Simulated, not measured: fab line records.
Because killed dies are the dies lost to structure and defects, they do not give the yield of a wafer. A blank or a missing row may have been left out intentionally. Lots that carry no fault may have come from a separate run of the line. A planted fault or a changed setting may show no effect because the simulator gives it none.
fab line records	flow nandHarc
record: lots: 11	wafers: 33	lastDay: 34
route steps=1302 shown A_BLC@1122 A_M0@1144 END@1302
lots that met no fault: taken from a fault-free run of the same line
startH: the number of hours between the record's first day and the start of the first shown wafer of the lot	waitH: hours elapsed since this lot's preceding step	" unchanged from the row above	L1.1+2: several wafers, shown together as one row	- no value, or no start was given	* or withheld: withheld	< > ~ a bound
route shown NAME@n: a module of which the file shows steps, and the number in the route of the first	usual: mean/standard deviation of fault-free wafers	same: alike in all rows	chamber/n: place in a boat	sites: per-site readings	_std_site: the standard deviation of these	_edge_site: mean of outer sites minus mean of inner sites	radiusMm: how far each site lies from the wafer's centre	mask NAME#n: copy n	behind: the tool/chamber that last shaped the wafer	hold: the reason the lot was held/the length of the hold in hours/how it ended	device: the n, p or np transistor that did not switch	end of line: tests run on the same wafers once the route is complete	a step with no rows: only its recipe	killed: not the wafer's yield, but the dies lost to structure and defects at the first sort	map: a wafer's dies, x killed, . not, _ none there
set.NAME: the setting that was run; set.NAME@STEP: the one run at that earlier step	model.NAME: the simulator's own value behind a step, which no gauge read
the route's steps for a sample of lots (tables are steps, rows are wafers)
services: a tool's chamber out of use, with start hour (startH, from the record's first day; less than 0 if before it), hours out, and reason
== steps ==
step: NHARC_A_BLC_ETCH_17
recipe: targetDepthA: 3900	overEtchFrac: 0.25	timeS: 609.38	ionEnergyEv: 200	n2FlowSccm: 150	h2FlowSccm: 150	arFlowSccm: 0	rfW: 400	biasW: 150	chemistry: N2/H2
usual: drypumpMotorCurrentA: 5.8/0.43	mfcArSccm: 0.004/0.0087	oesProductAu: 0.997/0.008	rfFwdPowerW: 399.5/1.4	rfVppV: 429.6/1.9	showerheadPlenumPTorr: 2.00/0.063	throttleValvePct: 14.171/0.0089
lot.wafer	tool	chamber	startH	waitH	drypumpMotorCurrentA	mfcArSccm	oesProductAu	rfFwdPowerW	rfHoursCounterH	rfVppV	showerheadPlenumPTorr	throttleValvePct
L537.2	rieDiel-07	2	-	-	5.4	0.006	0.999	398.6	3	432.0	2.06	14.174
L537.4	"	3	"	"	5.3	0	0.994	399.0	3	430.3	1.97	14.169
L537.3	"	0	"	"	5.7	0	1.008	400.1	3	430.0	2.00	14.180
L540.3	rieDiel-01	1	-	-	5.6	0	1.000	398.6	51	426.1	1.88	14.169
L540.1	"	3	"	"	6.5	0.013	1.008	399.9	50	429.4	1.94	14.190
L540.4	"	0	"	"	5.4	0.039	0.994	400.1	54	435.7	2.18	14.162
L541.2	rieDiel-09	1	-	-	6.2	0.025	1.006	399.8	8	432.1	2.08	14.194
L541.4	"	0	"	"	5.5	0	1.000	399.3	6	431.4	2.04	14.154
L541.6	"	1	"	"	6.2	0.025	1.012	399.2	-	431.9	2.08	14.166
L542.3	rieDiel-09	3	-	-	5.7	0	0.999	401.5	9	429.0	1.92	14.178
L542.2	"	1	"	"	6.2	0.025	1.009	398.5	8	430.6	2.08	14.177
L542.5	"	3	"	"	5.7	0	1.006	401.2	-	428.1	1.92	14.182
L544.2	rieDiel-07	0	-	-	5.7	0	1.002	399.8	6	428.9	2.00	14.177
L544.4	"	1	"	"	6.5	0	0.995	397.1	6	429.5	2.01	14.166
L544.5	"	0	"	"	5.7	0	0.995	400.0	-	430.6	2.00	14.155
L547.3	rieDiel-07	2	-	-	5.4	0.006	0.980	400.1	9	430.4	2.05	14.181
L547.4	"	0	"	"	5.7	0	1.002	399.6	9	430.0	2.00	14.175
L547.6	"	3	"	"	5.3	0	0.994	398.4	-	427.7	1.97	14.181
L548.4	rieDiel-07	0	-	-	5.7	0	0.999	399.9	2	429.3	2.00	14.162
L548.3	"	2	"	"	5.4	0.006	0.989	402.2	2	431.2	2.05	14.161
L548.6	"	0	"	"	5.7	0	0.993	399.1	-	428.7	2.00	14.167
L554.4	rieDiel-07	1	-	-	6.5	0	0.995	398.9	-	431.0	2.01	14.169
L554.6	"	2	"	"	5.4	0.006	1.002	395.7	-	429.9	2.05	14.184
L554.5	"	0	"	"	5.7	0	0.992	399.0	-	428.7	2.00	14.170
L558.1	rieDiel-07	2	-	-	5.4	0.006	1.011	398.6	5	431.1	2.05	14.155
L558.2	"	0	"	"	5.7	0	1.004	401.2	5	430.3	2.00	14.170
L558.5	"	2	"	"	5.4	0.006	0.994	399.1	-	431.2	2.05	14.174
L555.2	rieDiel-09	0	-	-	5.5	0	1.003	397.5	1	431.5	2.04	14.172
L555.4	"	1	"	"	6.2	0.025	0.996	399.7	7	431.2	2.07	14.165
L555.1	"	2	"	"	6.3	0	1.004	401.4	8	425.8	1.91	14.174
L557.2	rieDiel-07	3	-	-	5.3	0	0.988	400.5	5	427.9	1.97	14.162
L557.3	"	1	"	"	6.5	0	0.988	399.3	6	429.2	2.01	14.177
L557.5	"	3	"	"	5.3	0	0.983	401.6	-	427.0	1.97	14.169
step: NHARC_A_M0_EXPOSE_06
recipe: na: 1.35	targetCdNm: 80	doseMj: 83.25	maskId: A_M0
usual: exposureDoseMJCm2: 83.4/0.37
lot.wafer	tool	chamber	startH	waitH	mask	exposureDoseMJCm2
L537.2	arfiScanner-02	0	551.03	-	A_M0#0	83.1
L537.3	"	0	"	"	A_M0#0	83.1
L537.4	"	0	"	"	A_M0#0	83.2
L540.1	arfiScanner-03	0	561.61	-	A_M0#0	83.2
L540.3	"	0	"	"	A_M0#0	83.1
L540.4	"	0	"	"	A_M0#0	83.2
L541.2	arfiScanner-03	0	594.51	-	A_M0#0	83.1
L541.4	"	0	"	"	A_M0#0	83.0
L541.6	"	0	"	"	A_M0#0	83.1
L542.2	arfiScanner-02	0	595.84	-	A_M0#0	83.1
L542.3	"	0	"	"	A_M0#0	83.3
L542.5	"	0	"	"	A_M0#0	83.3
L544.2	arfiScanner-03	0	608.16	-	A_M0#0	83.2
L544.4	"	0	"	"	A_M0#0	83.1
L544.5	"	0	"	"	A_M0#0	83.2
L547.3	arfiScanner-01	0	640.56	-	A_M0#0	84.0
L547.4	"	0	"	"	A_M0#0	84.1
L547.6	"	0	"	"	A_M0#0	84.0
L548.3	arfiScanner-03	0	685.26	-	A_M0#0	83.3
L548.4	"	0	"	"	A_M0#0	83.2
L548.6	"	0	"	"	A_M0#0	83.2
L554.4	arfiScanner-03	0	711.05	-	A_M0#0	83.1
L554.5	"	0	"	"	A_M0#0	83.2
L554.6	"	0	"	"	A_M0#0	83.1
L558.1	arfiScanner-02	0	757.26	-	A_M0#0	83.2
L558.2	"	0	"	"	A_M0#0	83.3
L558.5	"	0	"	"	A_M0#0	83.3
L555.1	arfiScanner-01	0	761.93	-	A_M0#0	84.0
L555.2	"	0	"	"	A_M0#0	83.8
L555.4	"	0	"	"	A_M0#0	83.9
L557.2	arfiScanner-03	0	765.26	-	A_M0#0	83.3
L557.3	"	0	"	"	A_M0#0	83.2
L557.5	"	0	"	"	A_M0#0	83.3
step: NHARC_A_M0_OVL_MEAS_10
recipe: pitchNm: 160
usual: overlayXNm: 0.0/0.71	overlayYNm: 0.0/0.89
lot.wafer	tool	chamber	startH	waitH	overlayXNm	overlayYNm
L537.2	overlay-01	-	551.26	-	-1.6	2.0
L537.3	"	-	"	"	-1.3	2.2
L537.4	"	-	"	"	-1.5	2.5
L540.1	overlay-01	-	561.83	-	-0.1	0.6
L540.3	"	-	"	"	0.2	1.0
L540.4	"	-	"	"	-0.3	0.4
L541.2	overlay-01	-	594.74	-	0.3	-0.7
L541.4	"	-	"	"	-0.3	-0.5
L541.6	"	-	"	"	-0.1	-0.4
L542.2	overlay-01	-	596.06	-	1.3	-0.4
L542.3	"	-	"	"	1.2	-1.0
L542.5	"	-	"	"	0.8	-0.6
L544.2	overlay-02	-	608.38	-	-0.9	1.2
L544.4	"	-	"	"	-0.8	0.3
L544.5	"	-	"	"	-0.9	-0.1
L547.3	overlay-02	-	640.78	-	-0.4	0.4
L547.4	"	-	"	"	-0.3	0.0
L547.6	"	-	"	"	-0.8	0.3
L548.3	overlay-02	-	685.48	-	0.5	0.6
L548.4	"	-	"	"	0.3	0.7
L548.6	"	-	"	"	0.9	0.4
L554.4	overlay-02	-	711.27	-	14.0	-1.4
L554.5	"	-	"	"	13.6	-0.7
L554.6	"	-	"	"	13.6	-0.8
L558.1	overlay-02	-	757.49	-	0.4	-0.7
L558.2	"	-	"	"	0.9	-0.7
L558.5	"	-	"	"	0.5	-1.1
L555.1	overlay-01	-	762.15	-	0.7	-0.2
L555.2	"	-	"	"	0.4	0.2
L555.4	"	-	"	"	0.5	-0.1
L557.2	overlay-01	-	765.48	-	13.7	-0.6
L557.3	"	-	"	"	13.8	-0.7
L557.5	"	-	"	"	13.7	-0.6
step: NHARC_A_M0_ETCH_34
recipe: targetDepthA: 400	overetchA: 120	timeS: 43.94	ionEnergyEv: 200	n2FlowSccm: 150	h2FlowSccm: 150	arFlowSccm: 0	rfW: 400	biasW: 150	chemistry: N2/H2
usual: drypumpMotorCurrentA: 5.8/0.47	mfcArSccm: 0.012/0.011	oesProductAu: 0.997/0.0081	rfFwdPowerW: 394.6/1.6	rfVppV: 429.7/2.3	showerheadPlenumPTorr: 2.01/0.078	throttleValvePct: 14.172/0.0087
lot.wafer	tool	chamber	startH	waitH	drypumpMotorCurrentA	mfcArSccm	oesProductAu	rfFwdPowerW	rfHoursCounterH	rfVppV	showerheadPlenumPTorr	throttleValvePct
L537.4	rieDiel-03	0	551.45	0.1	5.3	0	0.986	393.6	4.6	431.1	2.11	14.171
L537.2	"	1	"	"	5.6	0.011	0.987	396.9	4.8	429.3	1.96	14.191
L537.3	"	3	"	"	6.5	0.008	1.006	395.6	3.9	433.8	2.15	14.163
L540.1	rieDiel-03	3	575.69	0.1	6.5	0.008	0.999	394.6	4.9	433.6	2.15	14.160
L540.4	"	1	"	"	5.6	0.011	0.995	396.2	5.5	427.6	1.96	14.174
L540.3	"	2	"	"	6.5	0	0.996	394.8	5.1	428.7	2.02	14.178
L541.2	rieDiel-11	3	594.93	0.1	5.7	0.029	1.005	395.3	6.9	430.1	1.98	14.171
L541.4	"	1	"	"	6.3	0	1.005	394.6	5.9	428.6	1.94	14.157
L541.6	"	2	"	"	6.4	0	1.010	392.6	-	426.0	1.91	14.176
L542.2	rieDiel-11	2	596.24	0.1	6.4	0	0.994	394.9	6.6	426.6	1.91	14.189
L542.3	"	0	"	"	5.4	0.003	1.003	396.0	6.9	433.9	2.14	14.177
L542.5	"	3	"	"	5.7	0.029	0.987	395.6	-	428.6	1.98	14.182
L544.2	rieDiel-02	3	608.57	0.1	6.2	0.022	0.985	393.8	1.5	427.8	1.92	14.169
L544.4	"	1	"	"	5.2	0	0.986	395.0	0.8	431.5	2.09	14.176
L544.5	"	3	"	"	6.2	0.022	0.994	394.7	-	427.5	1.92	14.170
L547.3	rieDiel-02	1	640.98	0.1	5.2	0	1.004	396.0	2.3	431.5	2.09	14.183
L547.6	"	1	"	"	5.2	0	0.991	396.3	-	432.4	2.09	14.155
L547.4	"	3	"	"	6.2	0.022	1.004	395.1	-	427.8	1.92	14.173
L548.3	rieDiel-02	3	685.69	0.1	6.2	0.022	1.002	393.5	5.4	428.2	1.92	14.160
L548.4	"	3	"	"	6.2	0.022	1.006	394.9	-	427.2	1.92	14.165
L548.6	"	0	"	"	5.5	0.027	0.987	395.6	-	428.2	2.00	14.192
L554.4	rieDiel-03	2	711.46	0.1	6.5	0	1.028	394.6	3.6	429.1	2.02	14.175
L554.5	"	1	"	"	5.6	0.011	1.012	395.4	-	428.7	1.96	14.168
L554.6	"	2	"	"	6.5	0	1.008	396.9	-	429.5	2.02	14.169
L558.2	rieDiel-11	2	757.68	0.1	6.4	0	0.995	392.9	5.5	426.9	1.90	14.168
L558.1	"	0	"	"	5.3	0.003	0.989	396.5	4.0	432.6	2.14	14.176
L558.5	"	2	"	"	6.4	0	1.003	393.2	-	427.9	1.90	14.175
L555.4	rieDiel-02	2	762.34	0.1	6.0	0.020	0.999	392.6	0.5	427.9	1.96	14.166
L555.2	"	3	"	"	6.2	0.022	0.994	395.2	0.4	427.1	1.92	14.162
L555.1	"	1	"	"	5.2	0	0.987	393.7	0.5	431.7	2.09	14.168
L557.2	rieDiel-02	2	765.67	0.1	6.1	0.020	0.996	392.3	0.6	427.9	1.96	14.156
L557.3	"	0	"	"	5.5	0.027	0.991	395.6	0.5	431.1	2.00	14.169
L557.5	"	2	"	"	6.1	0.020	0.998	391.5	-	428.6	1.96	14.168
step: NHARC_A_M0_PRE_CLEAN_29
recipe: timeS: 30	tempC: 280	gas: H2/He
usual: heaterPowerW: 395/22
lot.wafer	tool	chamber	startH	waitH	heaterPowerW
L537.2	pvdSputter-01	-	-	-	367
L537.4	"	-	"	"	387
L537.3	"	-	"	"	407
L540.4	pvdSputter-02	-	-	-	400
L540.3	"	-	"	"	424
L540.1	"	-	"	"	412
L541.2	pvdSputter-02	-	-	-	394
L541.4	"	-	"	"	416
L541.6	"	-	"	"	400
L542.3	pvdSputter-01	-	-	-	366
L542.2	"	-	"	"	395
L542.5	"	-	"	"	387
L544.2	pvdSputter-01	-	-	-	373
L544.4	"	-	"	"	412
L544.5	"	-	"	"	399
L547.4	pvdSputter-03	-	-	-	401
L547.3	"	-	"	"	348
L547.6	"	-	"	"	437
L548.3	pvdSputter-03	-	-	-	345
L548.4	"	-	"	"	373
L548.6	"	-	"	"	410
L554.4	pvdSputter-01	-	-	-	365
L554.5	"	-	"	"	366
L554.6	"	-	"	"	401
L558.1	pvdSputter-02	-	-	-	383
L558.2	"	-	"	"	427
L558.5	"	-	"	"	372
L555.2	pvdSputter-03	-	-	-	416
L555.1	"	-	"	"	368
L555.4	"	-	"	"	371
L557.2	pvdSputter-02	-	-	-	409
L557.3	"	-	"	"	411
L557.5	"	-	"	"	395
step: NHARC_END_SORT_01
recipe: tempC: 25
usual: defectLimitedYield: 90.7/3	killedAtArray: 58/20	killedAtOther: 0.9/1.4	killedAtPeriphery: 4/3.1	killedDies: 63/20	killedOpen: 3.3/1.8	killedShort: 2.4/1.5
same: grossDies: 677
lot.wafer	tool	chamber	startH	waitH	defectLimitedYield[%]	killedAtArray	killedAtOther	killedAtPeriphery	killedDies	killedOpen	killedShort
L548.3	prober-01	0	724.15	3.0	90.0	64	1	3	68	5	4
L548.4	prober-01	0	724.94	3.3	90.0	62	0	6	68	2	0
L548.6	prober-01	0	726.52	4.0	88.5	74	1	3	78	4	4
killed by level:class
L548.3 A_CHANNEL_HOLE_D1:chamberFilmFlake=28 A_CHANNEL_HOLE_D2:chamberFilmFlake=21 A_CONTACT:chamberFilmFlake=3 A_STAIRCASE:chamberFilmFlake=2 P_CONTACT:geometricParticle:open=1 A_SOURCE_PLATE:geometricParticle:open=1 A_ONON_D1:geometricParticle:short=1 A_ONON_D2:geometricParticle:open=1
L548.4 A_CHANNEL_HOLE_D1:chamberFilmFlake=40 A_CHANNEL_HOLE_D2:chamberFilmFlake=11 A_SLIT:chamberFilmFlake=5 A_STAIRCASE:chamberFilmFlake=5 P_ZERO_WELL:chamberFilmFlake=3 P_BONDPAD:chamberFilmFlake=2 P_CONTACT:geometricParticle:open=1 A_CHANNEL_FILL_D1:geometricParticle:open=1
L548.6 A_CHANNEL_HOLE_D1:chamberFilmFlake=26 A_CHANNEL_HOLE_D2:chamberFilmFlake=25 A_STAIRCASE:chamberFilmFlake=10 A_SLIT:chamberFilmFlake=3 P_ZERO_WELL:chamberFilmFlake=2 A_CONTACT:chamberFilmFlake=2 P_CONTACT:geometricParticle:open=1 A_ONON_D1:geometricParticle:short=1
== services ==
tool	chamber	startH	hours	kind
rieDiel-03	-	532.33	0.2	repair
arfiScanner-03	-	540.00	4.0	pm
pvdSputter-03	-	552.72	10.0	pm
pvdSputter-02	-	555.69	6.9	repair
rieDiel-09	0	564.28	19.4	repair
rieDiel-02	-	570.70	9.0	pm
pvdSputter-03	-	579.53	1.3	repair
rieDiel-02	1	581.32	17.0	repair
pvdSputter-01	-	583.37	10.0	pm
rieDiel-03	1	590.27	41.7	repair
pvdSputter-02	-	597.37	1.4	repair
rieDiel-11	3	605.15	3.1	repair
rieDiel-02	2	630.46	98.1	repair
pvdSputter-02	-	638.00	10.0	pm
rieDiel-07	1	646.94	6.9	repair
rieDiel-07	-	649.85	9.0	pm
pvdSputter-02	-	658.37	5.7	repair
rieDiel-07	3	685.42	21.7	repair
arfiScanner-03	-	712.00	4.0	pm
pvdSputter-02	-	724.06	2.2	repair
arfiScanner-03	-	746.12	9.5	repair
rieDiel-02	-	747.70	9.0	pm
pvdSputter-01	-	761.37	10.0	pm
rieDiel-07	-	765.15	0.2	repair
== key ==
firstSign: step: NHARC_A_M0_OVL_MEAS_10	reading: overlayXNm	direction: up	sigmas: 19	usual: 0.0	struck: 13.7
effect none on later readings
metAt NHARC_A_M0_EXPOSE_06
struckLots L554,L557
notActingAt NHARC_A_BLC_ETCH_17,NHARC_A_M0_ETCH_34,NHARC_A_M0_PRE_CLEAN_29
onsetBetween 685.26 711.05
fault: kind: scannerMatchingOverlay	tool: arfiScanner-03	chamber: -	onsetH: 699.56	steps: NHARC_A_M0_EXPOSE_06	offset: 13.31
